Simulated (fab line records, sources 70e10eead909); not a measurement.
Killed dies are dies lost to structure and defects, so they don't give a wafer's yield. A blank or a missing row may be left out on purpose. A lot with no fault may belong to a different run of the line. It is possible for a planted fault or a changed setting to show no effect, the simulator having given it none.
fab line records -- flow nand_harc
record lots=11, wafers=33, last_day=24
route steps=1159 shown A_CONTACT@873 END@1159
lots with no fault: from the same line, run without faults
start_h: start of the lot's first displayed wafer, in hours after the record's first day -- wait_h: hours since the lot's step before -- " repeats the value in the row above -- L1.1+2: several wafers, shown together as one row -- - no value present, or no start provided -- * or withheld: withheld -- < > ~ a bound
route shown NAME@n: a module of which the file shows steps, and the number in the route of the first -- usual: average and standard deviation across the fault-free wafers -- same: alike in all rows -- chamber/n: place in a boat -- sites: readings site by site -- _std_site: how widely they spread, as a standard deviation -- _edge_site: outer sites' mean less inner sites' -- radius_mm: for every site, how far away it sits from the centre of the wafer -- mask NAME#n: copy n -- behind: tool/chamber where the wafer was last shaped -- hold: why the lot went on hold/how many hours it stayed there/how the hold came to an end -- device: whichever transistor did not switch (one of n, p or np) -- end of line: tests run on the same wafers once the route is complete -- a step given without rows: its recipe and nothing more -- killed: count of dies lost to structure and defects at first sort (not the wafer's yield) -- map: the dies of a wafer, with x for killed, . for not killed, _ for no die there
set.NAME: the setting the step ran with; set.NAME@STEP: the setting that earlier step ran with -- model.NAME: the simulator's own value behind a step, which no gauge read
one table for each step of the route and one row for each wafer, over a sample of lots
services: the hour from which a tool's chamber was out of use, counted from the record's first day as start_h (under 0 if before that day), plus the number of hours and why
## steps
# step NHARC_A_CONTACT_ETCH_122
# recipe source_w=withheld, pressure_mtorr=20, bias_v=3000, time_s=95, target_depth_a=9300, ar_flow_sccm=withheld, c4f8_flow_sccm=withheld, o2_flow_sccm=withheld, chemistry=C4F8/O2/Ar
# usual chamber_pressure_mTorr=19.998/0.019, oes_air_line_au=0.996/0.021
lot.wafer,tool,chamber,start_h,wait_h,chamber_pressure_mTorr,oes_air_line_au,rf_hours_counter_h
L276.1,har_cap_etch-01,1,366.25,0.1,20.000,1.038,59
L276.4,har_cap_etch-01,1,366.25,0.1,20.019,1.021,-
L276.5,har_cap_etch-01,0,366.25,0.1,20.031,0.977,-
L279.4,har_cap_etch-03,1,375.22,0.1,19.994,0.976,-
L279.3,har_cap_etch-03,0,375.22,0.1,19.983,0.990,-
L279.6,har_cap_etch-03,0,375.22,0.1,19.973,0.993,-
L278.2,har_cap_etch-02,1,375.33,0.1,19.981,1.033,10
L278.1,har_cap_etch-02,0,375.33,0.1,19.978,0.971,10
L278.6,har_cap_etch-02,1,375.33,0.1,20.019,1.003,-
L277.2,har_cap_etch-01,0,381.60,0.1,20.013,0.989,61
L277.4,har_cap_etch-01,0,381.60,0.1,20.022,0.958,-
L277.6,har_cap_etch-01,1,381.60,0.1,19.994,1.010,-
L280.3,har_cap_etch-03,0,382.21,0.1,19.995,1.019,-
L280.4,har_cap_etch-03,1,382.21,0.1,20.007,1.015,-
L280.5,har_cap_etch-03,0,382.21,0.1,20.001,0.995,-
L284.2,har_cap_etch-03,0,416.23,0.2,19.997,0.999,86
L284.3,har_cap_etch-03,1,416.23,0.2,19.979,0.949,-
L284.6,har_cap_etch-03,1,416.23,0.2,20.036,1.002,-
L288.2,har_cap_etch-01,0,443.96,0.1,19.977,1.002,71
L288.1,har_cap_etch-01,1,443.96,0.1,19.970,1.035,71
L288.4,har_cap_etch-01,0,443.96,0.1,19.963,0.974,-
L289.1,har_cap_etch-03,1,445.77,0.1,20.047,0.995,90
L289.4,har_cap_etch-03,1,445.77,0.1,19.996,1.018,-
L289.5,har_cap_etch-03,1,445.77,0.1,20.019,1.010,-
L291.1,har_cap_etch-03,0,453.34,0.1,19.967,0.968,91
L291.4,har_cap_etch-03,0,453.34,0.1,20.000,1.023,-
L291.5,har_cap_etch-03,0,453.34,0.1,20.000,0.996,-
L294.2,har_cap_etch-01,0,465.73,0.1,20.004,0.964,76
L294.3,har_cap_etch-01,1,465.73,0.1,19.955,0.967,-
L294.6,har_cap_etch-01,1,465.73,0.1,20.005,0.976,-
L297.2,har_cap_etch-01,0,498.89,0.1,20.010,1.000,81
L297.6,har_cap_etch-01,1,498.89,0.1,20.002,0.979,-
L297.5,har_cap_etch-01,0,498.89,0.1,20.030,0.994,-
# step NHARC_A_CONTACT_ETCH_123
# recipe source_w=withheld, pressure_mtorr=20, bias_v=400, time_s=253, target_depth_a=10900, ar_flow_sccm=withheld, c4f8_flow_sccm=11.5, o2_flow_sccm=7.2, chemistry=C4F8/O2/Ar
# usual chamber_pressure_mTorr=19.997/0.018, oes_air_line_au=1.001/0.02
lot.wafer,tool,chamber,start_h,wait_h,chamber_pressure_mTorr,oes_air_line_au,rf_hours_counter_h
L276.1,har_cap_etch-01,1,366.38,0.1,19.980,1.023,59
L276.4,har_cap_etch-01,1,366.38,0.1,19.968,0.992,-
L276.5,har_cap_etch-01,0,366.38,0.1,20.004,1.019,-
L279.4,har_cap_etch-03,1,375.39,0.2,19.995,0.994,-
L279.3,har_cap_etch-03,0,375.39,0.2,19.967,0.960,-
L279.6,har_cap_etch-03,0,375.39,0.2,20.024,1.004,-
L278.2,har_cap_etch-02,1,375.42,0.1,19.992,1.014,10
L278.1,har_cap_etch-02,0,375.42,0.1,19.989,0.999,10
L278.6,har_cap_etch-02,1,375.42,0.1,19.988,1.008,-
L277.2,har_cap_etch-01,0,381.73,0.1,19.992,0.955,61
L277.4,har_cap_etch-01,0,381.73,0.1,19.993,1.013,-
L277.6,har_cap_etch-01,1,381.73,0.1,19.964,0.973,-
L280.3,har_cap_etch-03,0,382.38,0.2,20.032,1.023,-
L280.4,har_cap_etch-03,1,382.38,0.2,20.024,0.975,-
L280.5,har_cap_etch-03,0,382.38,0.2,19.990,1.013,-
L284.2,har_cap_etch-03,0,416.54,0.3,20.010,0.978,86
L284.3,har_cap_etch-03,1,416.54,0.3,19.973,1.014,-
L284.6,har_cap_etch-03,1,416.54,0.3,19.958,0.986,-
L288.2,har_cap_etch-01,0,444.05,0.1,19.976,0.995,71
L288.1,har_cap_etch-01,1,444.05,0.1,20.035,1.015,71
L288.4,har_cap_etch-01,0,444.05,0.1,20.005,0.992,-
L289.1,har_cap_etch-03,1,445.86,0.1,20.008,0.991,90
L289.4,har_cap_etch-03,1,445.86,0.1,20.015,1.021,-
L289.5,har_cap_etch-03,1,445.86,0.1,20.007,1.036,-
L291.1,har_cap_etch-03,0,453.43,0.1,19.983,1.000,91
L291.4,har_cap_etch-03,0,453.43,0.1,20.018,0.988,-
L291.5,har_cap_etch-03,0,453.43,0.1,19.972,1.018,-
L294.2,har_cap_etch-01,0,465.86,0.1,19.990,0.996,76
L294.3,har_cap_etch-01,1,465.86,0.1,20.000,0.976,-
L294.6,har_cap_etch-01,1,465.86,0.1,20.005,0.978,-
L297.2,har_cap_etch-01,0,499.02,0.1,19.974,0.987,81
L297.6,har_cap_etch-01,1,499.02,0.1,20.035,1.026,-
L297.5,har_cap_etch-01,0,499.02,0.1,20.000,0.995,-
# step NHARC_A_CONTACT_ETCH_90
# recipe target_depth_a=400, over_etch_frac=0.5, time_s=85.7, ion_energy_ev=120, ch3f_flow_sccm=50, o2_flow_sccm=30, ar_flow_sccm=200, rf_w=500, bias_w=100, chemistry=CH3F/O2
# usual bias_w=100.04/0.26, ch3f_flow_sccm=49.98/0.15, drypump_motor_current_A=5.5/0.56, oes_product_au=0.94/0.031, rf_vpp_V=244.2/1.6, showerhead_plenum_p_Torr=2.45/0.094, throttle_valve_pct=20.663/0.0091
lot.wafer,tool,chamber,start_h,wait_h,bias_w,ch3f_flow_sccm,drypump_motor_current_A,oes_product_au,rf_hours_counter_h,rf_vpp_V,showerhead_plenum_p_Torr,throttle_valve_pct
L276.1,rie_diel-07,0,366.93,0.5,100.42,49.92,5.3,0.93,26,246.9,2.53,20.673
L276.4,rie_diel-07,3,366.93,0.5,100.16,50.34,5.1,0.92,24,242.5,2.38,20.664
L276.5,rie_diel-07,1,366.93,0.5,100.25,49.91,5.0,0.93,-,245.4,2.57,20.645
L279.4,rie_diel-04,2,375.91,0.5,100.02,49.91,5.4,0.92,30,244.2,2.43,20.676
L279.3,rie_diel-04,3,375.91,0.5,99.95,49.84,6.7,0.92,26,242.9,2.34,20.670
L279.6,rie_diel-04,2,375.91,0.5,99.91,49.90,5.4,0.91,-,243.0,2.43,20.674
L278.1,rie_diel-04,2,376.04,0.5,-,-,-,-,-,-,-,-
L278.2,rie_diel-04,3,376.04,0.5,-,-,-,-,-,-,-,-
L278.6,rie_diel-04,2,376.04,0.5,-,-,-,-,-,-,-,-
L277.4,rie_diel-07,2,382.31,0.4,-,-,-,-,-,-,-,-
L277.2,rie_diel-07,3,382.31,0.4,-,-,-,-,-,-,-,-
L277.6,rie_diel-07,0,382.31,0.4,-,-,-,-,-,-,-,-
L280.4,rie_diel-07,1,382.93,0.4,99.84,49.75,5.0,0.99,28,244.7,2.57,20.674
L280.3,rie_diel-07,0,382.93,0.4,99.78,49.85,5.3,0.99,28,245.8,2.53,20.682
L280.5,rie_diel-07,1,382.93,0.4,100.09,49.75,5.0,1.00,-,245.0,2.57,20.655
L284.2,rie_diel-04,0,417.46,0.8,99.81,50.21,5.9,0.94,48,245.0,2.49,20.662
L284.3,rie_diel-04,2,417.46,0.8,100.19,49.94,5.4,0.92,44,244.1,2.42,20.651
L284.6,rie_diel-04,1,417.46,0.8,99.94,50.12,5.0,0.93,-,243.1,2.42,20.669
L288.1,rie_diel-07,0,444.65,0.5,100.13,49.94,5.3,0.91,5,245.5,2.52,20.659
L288.2,rie_diel-07,1,444.65,0.5,100.47,49.73,5.0,0.91,6,246.5,2.56,20.654
L288.4,rie_diel-07,2,444.65,0.5,99.80,49.97,5.0,0.93,5,244.0,2.52,20.661
L289.4,rie_diel-07,3,446.46,0.4,100.20,50.04,5.1,0.92,4,242.9,2.38,20.663
L289.1,rie_diel-07,1,446.46,0.4,99.99,49.76,5.0,0.93,6,245.3,2.56,20.666
L289.5,rie_diel-07,0,446.46,0.4,99.99,49.88,5.3,0.92,-,244.8,2.52,20.656
L291.1,rie_diel-04,2,454.03,0.5,99.93,50.15,5.4,0.92,55,244.8,2.42,20.665
L291.4,rie_diel-04,0,454.03,0.5,99.86,49.92,5.9,0.94,60,244.8,2.49,20.672
L291.5,rie_diel-04,3,454.03,0.5,100.20,49.84,6.7,0.92,-,242.1,2.33,20.657
L294.2,rie_diel-07,3,466.40,0.5,99.26,50.14,5.0,0.94,10,242.7,2.37,20.664
L294.3,rie_diel-07,2,466.40,0.5,100.64,50.05,5.0,0.94,10,245.2,2.51,20.670
L294.6,rie_diel-07,0,466.40,0.5,100.43,50.23,5.3,0.93,-,246.4,2.52,20.662
L297.2,rie_diel-07,3,499.57,0.5,100.03,49.76,5.1,0.92,17,242.4,2.37,20.669
L297.6,rie_diel-07,3,499.57,0.5,100.24,49.81,5.1,0.93,-,242.7,2.37,20.657
L297.5,rie_diel-07,0,499.57,0.5,100.47,49.78,5.3,0.92,-,245.5,2.52,20.663
# step NHARC_A_CONTACT_ETCH_102
# recipe target_depth_a=700, overetch_a=70, time_s=38.5, ion_energy_ev=100, cf4_flow_sccm=80, o2_flow_sccm=20, ar_flow_sccm=0, rf_w=300, bias_w=100, chemistry=CF4/O2
# usual bias_w=99.97/0.28, cf4_flow_sccm=79.95/0.25, drypump_motor_current_A=5.3/0.49, oes_product_au=1.000/0.0068, rf_vpp_V=197.8/1.4, showerhead_plenum_p_Torr=1.34/0.052, throttle_valve_pct=13.396/0.0093
lot.wafer,tool,chamber,start_h,wait_h,bias_w,cf4_flow_sccm,drypump_motor_current_A,oes_product_au,rf_hours_counter_h,rf_vpp_V,showerhead_plenum_p_Torr,throttle_valve_pct
L276.1,rie_diel-04,3,367.45,0.1,100.12,80.20,6.7,0.997,24,198.1,1.27,13.394
L276.4,rie_diel-04,0,367.45,0.1,99.88,80.02,5.9,1.006,29,196.8,1.36,13.413
L276.5,rie_diel-04,1,367.45,0.1,99.70,80.03,5.0,0.998,-,197.2,1.32,13.404
L279.4,rie_diel-08,2,376.49,0.1,100.15,80.03,5.2,1.007,27,200.8,1.42,13.399
L279.3,rie_diel-08,3,376.49,0.1,99.83,80.07,5.5,1.002,27,196.3,1.24,13.377
L279.6,rie_diel-08,1,376.49,0.1,100.25,79.64,6.4,1.011,-,196.0,1.29,13.392
L278.2,rie_diel-04,0,376.61,0.1,99.92,80.02,5.9,1.011,31,196.8,1.36,13.396
L278.1,rie_diel-04,1,376.61,0.1,99.65,79.92,5.0,1.010,24,197.2,1.32,13.411
L278.6,rie_diel-04,0,376.61,0.1,99.56,79.79,6.0,1.003,-,198.0,1.36,13.409
L277.4,rie_diel-07,3,383.20,0.1,100.06,80.11,5.1,0.992,26,197.3,1.29,13.372
L277.2,rie_diel-07,0,383.20,0.1,99.92,80.23,5.3,0.996,29,198.1,1.37,13.406
L277.6,rie_diel-07,0,383.20,0.1,99.80,80.18,5.3,0.992,-,198.0,1.37,13.403
L280.4,rie_diel-08,2,383.53,0.1,100.37,79.86,5.2,1.012,30,201.1,1.42,13.407
L280.3,rie_diel-08,0,383.53,0.1,99.83,79.73,5.9,1.004,31,196.4,1.24,13.404
L280.5,rie_diel-08,2,383.53,0.1,99.93,79.86,5.2,1.007,-,199.5,1.42,13.394
L284.2,rie_diel-07,2,417.98,0.1,100.01,79.72,4.9,1.005,1,198.7,1.37,13.389
L284.3,rie_diel-07,3,417.98,0.1,100.22,79.67,5.1,1.001,1,196.5,1.29,13.406
L284.6,rie_diel-07,3,417.98,0.1,100.23,80.01,5.1,1.006,-,198.1,1.29,13.400
L288.2,rie_diel-07,2,445.20,0.0,99.90,80.07,4.9,1.001,5,199.1,1.37,13.396
L288.1,rie_diel-07,3,445.20,0.0,99.67,79.67,5.0,0.998,4,198.3,1.29,13.390
L288.4,rie_diel-07,1,445.20,0.0,99.72,80.22,5.0,0.999,6,198.2,1.39,13.378
L289.4,rie_diel-07,2,446.97,0.1,99.93,80.02,5.0,1.007,5,198.3,1.37,13.388
L289.1,rie_diel-07,0,446.97,0.1,99.97,80.28,5.3,0.998,5,199.7,1.37,13.389
L289.5,rie_diel-07,2,446.97,0.1,99.70,79.96,4.9,1.002,-,198.4,1.37,13.397
L291.4,rie_diel-07,2,454.68,0.0,100.43,80.07,4.9,0.993,6,197.5,1.37,13.391
L291.1,rie_diel-07,1,454.68,0.0,100.34,79.86,5.0,0.997,7,199.6,1.39,13.395
L291.5,rie_diel-07,3,454.68,0.0,100.49,79.89,5.1,0.986,-,197.2,1.29,13.366
L294.3,rie_diel-07,2,467.17,0.3,100.32,79.50,5.0,0.995,10,199.0,1.36,13.385
L294.2,rie_diel-07,1,467.17,0.3,99.62,80.03,5.0,0.997,11,199.4,1.39,13.389
L294.6,rie_diel-07,3,467.17,0.3,99.76,80.66,5.1,1.001,-,196.8,1.29,13.394
L297.2,rie_diel-07,1,500.09,0.1,99.88,80.24,5.0,1.001,18,198.8,1.39,13.399
L297.5,rie_diel-07,3,500.09,0.1,99.92,79.95,5.1,1.009,-,195.9,1.29,13.403
L297.6,rie_diel-07,0,500.09,0.1,99.87,80.03,5.3,1.000,-,197.5,1.37,13.407
# step NHARC_END_SORT_01
# recipe temp_c=25
# usual killed_at_array=27/11, killed_at_other=0.7/0.93, killed_at_periphery=2.9/1.9, killed_dies=30/11, killed_open=3.1/1.7, killed_short=1.9/1.3
# same gross_dies=677
lot.wafer,tool,chamber,start_h,wait_h,hold,killed_at_array,killed_at_other,killed_at_periphery,killed_dies,killed_open,killed_short
L278.1,prober-02,0,444.89,2.5,await_dispo/1.4h/scrap,672,1,4,677,2,1
L278.2,prober-02,0,445.68,2.8,await_dispo/1.4h/scrap,670,3,4,677,5,0
L278.6,prober-02,0,448.83,3.9,await_dispo/1.4h/scrap,674,2,1,677,1,1
L277.2,prober-01,0,445.19,2.8,await_dispo/1.4h/scrap,672,1,4,677,2,2
L277.4,prober-01,0,446.78,3.4,await_dispo/1.4h/scrap,670,1,6,677,4,1
L277.6,prober-01,0,448.38,4.0,await_dispo/1.4h/scrap,674,0,3,677,2,2
L288.1,prober-02,0,506.50,2.5,-,25,0,1,26,4,0
L288.2,prober-02,0,507.29,2.8,-,35,0,2,37,3,2
L288.4,prober-02,0,508.87,3.4,-,30,0,3,33,7,2
L291.1,prober-02,0,534.53,2.5,-,30,2,2,34,4,0
L291.4,prober-02,0,536.93,3.4,-,23,2,1,26,4,0
L291.5,prober-02,0,537.74,3.7,-,25,0,1,26,3,3
# killed by level:class
L278.1 A_CONTACT:area_etch=657 A_SLIT:chamber_film_flake=7 A_CHANNEL_HOLE_D1:chamber_film_flake=4 P_CONTACT:geometric_particle:open=1 A_ONON_D1:geometric_particle:short=1 A_BLC:geometric_particle:open=1 P_ZERO_WELL:chamber_film_flake=1 P_STI:chamber_film_flake=1
L277.2 A_CONTACT:area_etch=642 A_CHANNEL_HOLE_D1:chamber_film_flake=11 A_STAIRCASE:chamber_film_flake=7 A_SLIT:chamber_film_flake=7 P_STI:chamber_film_flake=3 A_CONTACT:chamber_film_flake=2 A_CONTACT:geometric_particle:open=1 A_M0:geometric_particle:open=1
L278.2 A_CONTACT:area_etch=651 A_SLIT:chamber_film_flake=7 A_STAIRCASE:chamber_film_flake=6 THIN_TSV:chamber_film_flake=3 P_ZERO_WELL:chamber_film_flake=2 A_CHANNEL_HOLE_D1:chamber_film_flake=2 P_GATE:geometric_particle:open=1 P_M1:geometric_particle:open=1
L277.4 A_CONTACT:area_etch=632 A_SLIT:chamber_film_flake=14 A_CHANNEL_HOLE_D1:chamber_film_flake=13 A_STAIRCASE:chamber_film_flake=6 P_GATE:chamber_film_flake=3 P_STI:chamber_film_flake=2 P_CONTACT:geometric_particle:open=1 A_ONON_D1:geometric_particle:open=1
L277.6 A_CONTACT:area_etch=634 A_SLIT:chamber_film_flake=15 A_CHANNEL_HOLE_D1:chamber_film_flake=13 A_STAIRCASE:chamber_film_flake=7 P_STI:chamber_film_flake=2 A_SOURCE_PLATE:geometric_particle:short=1 A_ONON_D1:geometric_particle:short=1 A_CHANNEL_FILL_D1:geometric_particle:open=1
L278.6 A_CONTACT:area_etch=661 A_SLIT:chamber_film_flake=5 A_STAIRCASE:chamber_film_flake=4 A_CHANNEL_HOLE_D1:chamber_film_flake=2 THIN_TSV:chamber_film_flake=2 P_CONTACT:geometric_particle:short=1 A_WL_FILL:geometric_particle:open=1 A_CONTACT:chamber_film_flake=1
L288.1 A_CHANNEL_HOLE_D1:chamber_film_flake=19 A_CONTACT:geometric_particle:open=3 P_M0:geometric_particle:open=1 A_STAIRCASE:chamber_film_flake=1 A_SGD_CUT:chamber_film_flake=1 A_CONTACT:chamber_film_flake=1
L288.2 A_CHANNEL_HOLE_D1:chamber_film_flake=23 A_ZERO_WELL:chamber_film_flake=3 A_CONTACT:chamber_film_flake=3 A_SGD_CUT:chamber_film_flake=2 P_CONTACT:geometric_particle:open=1 P_M0:geometric_particle:short=1 A_CHANNEL_FILL_D1:geometric_particle:short=1 A_CONTACT:geometric_particle:open=1
L288.4 A_CHANNEL_HOLE_D1:chamber_film_flake=15 A_ZERO_WELL:chamber_film_flake=3 A_CONTACT:chamber_film_flake=3 A_CONTACT:geometric_particle:open=2 P_CONTACT:geometric_particle:open=1 P_M0:geometric_particle:short=1 P_M0:geometric_particle:open=1 A_ONON_D1:geometric_particle:open=1
L291.1 A_SLIT:chamber_film_flake=23 A_CHANNEL_HOLE_D1:chamber_film_flake=2 A_CONTACT:chamber_film_flake=2 THIN_TSV:chamber_film_flake=2 P_CONTACT:geometric_particle:open=1 P_M0:geometric_particle:open=1 A_ONON_D1:geometric_particle:open=1 A_SGD_CUT:geometric_particle:open=1
L291.4 A_SLIT:chamber_film_flake=12 A_CHANNEL_HOLE_D1:chamber_film_flake=5 A_CHANNEL_FILL_D1:geometric_particle:open=1 A_CONTACT:geometric_particle:open=1 A_M0:geometric_particle:open=1 STARTING-WAFER:geometric_particle:open=1 P_GATE:chamber_film_flake=1 A_ZERO_WELL:chamber_film_flake=1
L291.5 A_SLIT:chamber_film_flake=15 A_ZERO_WELL:chamber_film_flake=2 A_CHANNEL_HOLE_D1:chamber_film_flake=2 P_CONTACT:geometric_particle:open=1 A_CHANNEL_FILL_D1:geometric_particle:short=1 A_SGD_CUT:geometric_particle:open=1 A_WL_FILL:geometric_particle:short=1 A_BLC:geometric_particle:open=1
## services
tool,chamber,start_h,hours,kind
rie_diel-07,3,346.18,2.7,repair
rie_diel-08,1,346.30,13.8,repair
rie_diel-07,1,348.72,1.5,repair
rie_diel-07,0,359.78,-,clean
rie_diel-07,1,359.78,-,clean
rie_diel-07,2,359.78,-,clean
rie_diel-07,3,359.78,-,clean
rie_diel-07,0,384.28,-,clean
rie_diel-07,1,384.28,-,clean
rie_diel-07,2,384.28,-,clean
rie_diel-07,3,384.28,-,clean
rie_diel-07,-,405.27,9.0,pm
rie_diel-07,0,405.27,9.0,vent_cycle
rie_diel-07,1,405.27,9.0,vent_cycle
rie_diel-07,2,405.27,9.0,vent_cycle
rie_diel-07,3,405.27,9.0,vent_cycle
rie_diel-07,0,414.27,-,clean
har_cap_etch-01,-,416.83,0.6,repair
rie_diel-04,2,418.50,1.2,repair
rie_diel-08,0,433.33,29.2,repair
rie_diel-04,-,466.02,9.0,pm
rie_diel-08,-,479.11,9.0,pm
rie_diel-04,-,490.87,0.7,repair
har_cap_etch-03,-,492.53,0.7,repair
## key
first_sign step=NHARC_A_CONTACT_ETCH_90, reading=tool_record, direction=missing
effect step=NHARC_END_SORT_01, reading=killed_at_array, direction=up, sigmas=59, usual=27, struck=672
more_kills_born_at NHARC_A_CONTACT_ETCH_90@rie_diel-04=1968, NHARC_A_CONTACT_ETCH_90@rie_diel-07=1908
met_at NHARC_A_CONTACT_ETCH_90
struck_lots L277,L278
later_rows_left_out L277.2,L277.4,L277.6,L278.1,L278.2,L278.6
tester_left_out L277,L278
not_acting_at NHARC_A_CONTACT_ETCH_122,NHARC_A_CONTACT_ETCH_123,NHARC_A_CONTACT_ETCH_102
onset_between 375.91 376.04
fault kind=skipped_step_whole, tool=rie_diel-04,rie_diel-07, chamber=-, onset_h=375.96, steps=NHARC_A_CONTACT_ETCH_90, scope=struck_lots_only
# tester_left_out: of these lots the tester's yield and bins aren't shown, on N5 and GAA mostly nor the transistor test; their killed dies are dies lost to structure and defects alone, not to doping, threshold or leakage, so they don't give the yield
# later_rows_left_out: the simulator's readings of these wafers behind a module that went badly wrong aren't trusted and aren't shown, but for the sort
